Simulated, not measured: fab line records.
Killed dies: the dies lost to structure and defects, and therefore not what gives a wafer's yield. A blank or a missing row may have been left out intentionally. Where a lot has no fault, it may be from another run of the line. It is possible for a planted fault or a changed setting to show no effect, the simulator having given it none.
Matching of chambers -- flow nand harc -- 3 sister chambers for NHARC_A_SGD_CUT_DEP_00 on pecvd-03
The step deposits SiNx, target thk 50 nm. 6 wafers are shown with their chamber, then 7 later ones without.

== WAFERS, EACH WITH ITS CHAMBER ==
wafer,chamber,heater power w (W)
L081.5,0,717
L083.1,2,786
L083.2,1,766
L083.4,1,780
L089.2,0,851
L089.4,2,772

== WAFERS MISSING THEIR CHAMBER ==
wafer,heater power w (W)
L089.5,661
L093.1,889
L093.2,826
L093.6,827
L095.1,811
L095.2,817
L095.5,824

== EACH ONE'S CHAMBER ==
wafer,from the rows above,in truth
L089.5,can't be placed: 1 or 2 or 0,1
L093.1,can't be placed: 0 or 2 or 1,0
L093.2,can't be placed: 0 or 2 or 1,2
L093.6,can't be placed: 0 or 2 or 1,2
L095.1,can't be placed: 0 or 2 or 1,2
L095.2,can't be placed: 0 or 2 or 1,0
L095.5,can't be placed: 0 or 2 or 1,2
0 of 7 placed correctly. From these rows, 7 cannot be placed; in 7 the true chamber is one of the candidates. Placed wrongly: 0.
How it was worked out, from the rows above alone: a wafer's distance from a chamber is the root of the sum, over the readings, of the square of ((its reading less the chamber's mean) divided by the reading's scatter). If the next closest chamber is less than 2 further off than the closest, the wafer can't be placed; otherwise it belongs to the closest. A chamber's mean is the mean of its shown wafers. The scatter: the root of (the sum of the squares of (reading less its chamber's mean) over the shown wafers, divided by (wafers less chambers)).
